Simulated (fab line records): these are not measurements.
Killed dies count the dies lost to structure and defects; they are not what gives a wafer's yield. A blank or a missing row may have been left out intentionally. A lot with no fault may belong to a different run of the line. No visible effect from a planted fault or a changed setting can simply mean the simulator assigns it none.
Matching of chambers || flow n5_finfet || rie_diel-02 running N5_BEOL_M11_DESCUM_33: 4 sister chambers
The step chemistry O2, time 7.9 s. 4 wafers are shown with their chamber, then 11 later ones without.

WAFERS, EACH WITH ITS CHAMBER
{"wafer": "L077.5", "chamber": 2, "drypump_motor_current_A (A)": 5.6}
{"wafer": "L085.2", "chamber": 3, "drypump_motor_current_A (A)": 4.8}
{"wafer": "L085.5", "chamber": 1, "drypump_motor_current_A (A)": 5.9}
{"wafer": "L089.1", "chamber": 0, "drypump_motor_current_A (A)": 6.0}

WAFERS WITHOUT THEIR CHAMBER
{"wafer": "L089.4", "drypump_motor_current_A (A)": 5.6}
{"wafer": "L089.6", "drypump_motor_current_A (A)": 4.8}
{"wafer": "L091.1", "drypump_motor_current_A (A)": 5.9}
{"wafer": "L091.4", "drypump_motor_current_A (A)": 6.0}
{"wafer": "L091.5", "drypump_motor_current_A (A)": 5.9}
{"wafer": "L092.1", "drypump_motor_current_A (A)": 5.6}
{"wafer": "L092.4", "drypump_motor_current_A (A)": 5.9}
{"wafer": "L092.5", "drypump_motor_current_A (A)": 6.0}
{"wafer": "L093.1", "drypump_motor_current_A (A)": 6.0}
{"wafer": "L093.4", "drypump_motor_current_A (A)": 4.8}
{"wafer": "L093.6", "drypump_motor_current_A (A)": 4.7}

THE CHAMBER EACH PASSED THROUGH
{"wafer": "L089.4", "from the rows above": 2, "in truth": 2}
{"wafer": "L089.6", "from the rows above": 3, "in truth": 3}
{"wafer": "L091.1", "from the rows above": 1, "in truth": 1}
{"wafer": "L091.4", "from the rows above": 0, "in truth": 0}
{"wafer": "L091.5", "from the rows above": 1, "in truth": 1}
{"wafer": "L092.1", "from the rows above": 2, "in truth": 2}
{"wafer": "L092.4", "from the rows above": 1, "in truth": 1}
{"wafer": "L092.5", "from the rows above": 0, "in truth": 0}
{"wafer": "L093.1", "from the rows above": 0, "in truth": 0}
{"wafer": "L093.4", "from the rows above": 3, "in truth": 3}
{"wafer": "L093.6", "from the rows above": 3, "in truth": 3}
11 of 11 placed correctly. Not placeable from these rows: 0. Wrongly placed: 0.
How it was worked out, from the rows above alone: a wafer's distance from a chamber is the root of the sum, over the readings, of the square of ((its reading less the chamber's mean) divided by the reading's scatter). The wafer belongs to the nearest chamber; if the next one is less than 2 further off, it can't be placed. Each chamber's mean is taken over the wafers shown for it. The scatter: root of mean squared gap, hidden wafer to nearest shown wafer, with one shown wafer a chamber.
